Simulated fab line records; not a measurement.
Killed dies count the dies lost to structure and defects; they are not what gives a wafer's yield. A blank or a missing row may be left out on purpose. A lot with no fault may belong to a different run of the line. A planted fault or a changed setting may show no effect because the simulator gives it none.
Struck lot and sound lot, side by side / flow n5_finfet / 25 steps out of a route of 1938
Sound: the wafers L431.1, L431.4, L431.5. Wafers struck: L439.1, L439.3, L439.4. The cause is given at the end.
Order at every step that has rows: each side's tool, ch and its chambers, its first start. Under that, the readings that differ: sound wafers / struck wafers / difference of the means / sigmas: that difference in standard deviations of wafers without a fault.
alike: same words and numbers on both sides, and readings whose means sit less than 2 such deviations apart. not compared: any withheld reading, any reading some wafer has no value for, any bound like >300 that may hide the same value, and any number with overlapping values for which the record gives no deviation.
The two part at a step that has a row with sigmas, a row that says differs or no value, or rows on one side only. When numbers do not overlap yet have no deviation, they are printed without sigmas and do not part them. Lack of a reading on every wafer of one side parts them only where that side has two or more wafers.

N5_WELL_APT_INSPECT_27: inspects for defects (macro).
  sound on defect_inspect-01 at day 4 20:52; struck on defect_inspect-02 at day 6 21:11
  alike: raw_defect_count
N5_WELL_APT_DESCUM_30: chemistry O2, time 7.9 s.
  sound on rie_diel-01 ch 0,3, day 4 21:05; struck on rie_diel-01 ch 0,1,2, day 6 21:13
  alike: drypump_motor_current_A, oes_product_au, rf_fwd_power_W, rf_vpp_V, showerhead_plenum_p_Torr, throttle_valve_pct
  not compared: rf_hours_counter_h
then, 3 steps without rows for these wafers: N5_WELL_APT_IMPLANT_31; N5_WELL_APT_IMPLANT_32; N5_WELL_APT_STRIP_33 (strips in SPM, time 900 s).
N5_WELL_APT_RTA_34: time 10 s.
  sound on rtp_anneal-01 ch 0, day 4 22:02; struck on rtp_anneal-01 ch 0, day 6 22:00
  alike: lamp_power_pct, lamp_zone_3_pct, wafer_temp_C_max
then, 4 steps without rows for these wafers: N5_WELL_APT_OXIDE_STRIP_42 (strips SiO2 in dHF, time 45 s, target depth 12 nm); N5_WELL_APT_PRECLEAN_36 (cleans in O3/DIW, time 45 s); N5_WELL_APT_PRECLEAN_39 (cleans in dHF, time 60 s); N5_WELL_APT_SRD_37 (time 30 s).
N5_WELL_APT_EPI_41: deposits Si from SiH4/H2, target thk 50 nm, time 297.7 s.
  sound on epi_rpcvd-01 ch 0, day 4 22:16; struck on epi_rpcvd-01 ch 0, day 6 22:14
  alike: throttle_valve_pct
N5_WELL_APT_INSPECT_38: inspects for defects (darkfield).
  sound on defect_inspect-01 at day 4 23:22; struck on defect_inspect-02 at day 6 22:52
  alike: raw_defect_count
N5_PMOS_HMC_CHANNEL_EPI_HM_DEP_34: deposits SiO2 from TEOS/O2, target thk 36 nm, time 6.9 s.
  sound on pecvd-01 ch 0,2, day 4 23:25; struck on pecvd-01 ch 0,1, day 6 22:55
  alike: heater_power_outer_w, heater_power_w, rf_fwd_power_W, showerhead_plenum_p_Torr, throttle_valve_pct
then, 7 steps without rows for these wafers: N5_PMOS_HMC_CHANNEL_EPI_COAT_31 (time 60 s, resist thk 66 nm); N5_PMOS_HMC_CHANNEL_EPI_COAT_03 (resist thk 205 nm); N5_PMOS_HMC_CHANNEL_EPI_EBR_05; N5_PMOS_HMC_CHANNEL_EPI_SOFTBAKE_04 (time 60 s); N5_PMOS_HMC_CHANNEL_EPI_EXPOSE_06 (exposes mask PMOS HMC BLK, target cd 240 nm); N5_PMOS_HMC_CHANNEL_EPI_PEB_07 (peb time 60 s); N5_PMOS_HMC_CHANNEL_EPI_DEVELOP_08 (develop time 30 s).
N5_PMOS_HMC_CHANNEL_EPI_CD_MEAS_09: the cd target is 237.4 nm.
  sound on cd_sem-01 ch 0, day 4 23:49; struck on cd_sem-03 ch 0, day 6 23:19
  alike: cd_nm
N5_PMOS_HMC_CHANNEL_EPI_OVL_MEAS_10:
  sound on overlay-01 ch 0, day 4 23:50; struck on overlay-02 ch 0, day 6 23:20
  alike: PMOS_HMC_BLK_OVL
N5_PMOS_HMC_CHANNEL_EPI_INSPECT_11: inspects for defects (macro).
  sound on defect_inspect-02 at day 4 23:52; struck on defect_inspect-02 at day 6 23:22
reading=raw_defect_count; sound=2 1 2; struck=>300 >300 >300; difference=differs; sigmas=
N5_PMOS_HMC_CHANNEL_EPI_DESCUM_14: chemistry O2, time 7.9 s.
  sound on rie_diel-05 ch 0,2,3, day 5 00:03; struck on rie_diel-04 ch 0,1,2, day 6 23:24
  alike: drypump_motor_current_A, oes_product_au, rf_fwd_power_W, rf_vpp_V, showerhead_plenum_p_Torr, throttle_valve_pct
  not compared: rf_hours_counter_h
-- record jumps: 11 days separate the struck wafers' starts on either side; left off in module PMOS_HMC_CHANNEL_EPI, taken up again in module PASSIVATION, whose first shown step is the route's number 1936 --
N5_PASSIVATION_PROBE_49:
  sound on prober-02 at day 16 12:06; struck on prober-01 at day 18 09:44
reading=killed_at_front_end; sound=45 33 37; struck=186 154 183; difference=+136; sigmas=+14
reading=killed_dies; sound=92 91 98; struck=235 214 230; difference=+133; sigmas=+7
  alike: killed_at_M0_to_M3, killed_at_M4_up, killed_at_contacts, killed_at_other, killed_open, killed_short

WHERE THEY PART
At N5_PMOS_HMC_CHANNEL_EPI_INSPECT_11 first; at N5_PASSIVATION_PROBE_49 last (within this record only).

WHY: whatever the simulator had introduced
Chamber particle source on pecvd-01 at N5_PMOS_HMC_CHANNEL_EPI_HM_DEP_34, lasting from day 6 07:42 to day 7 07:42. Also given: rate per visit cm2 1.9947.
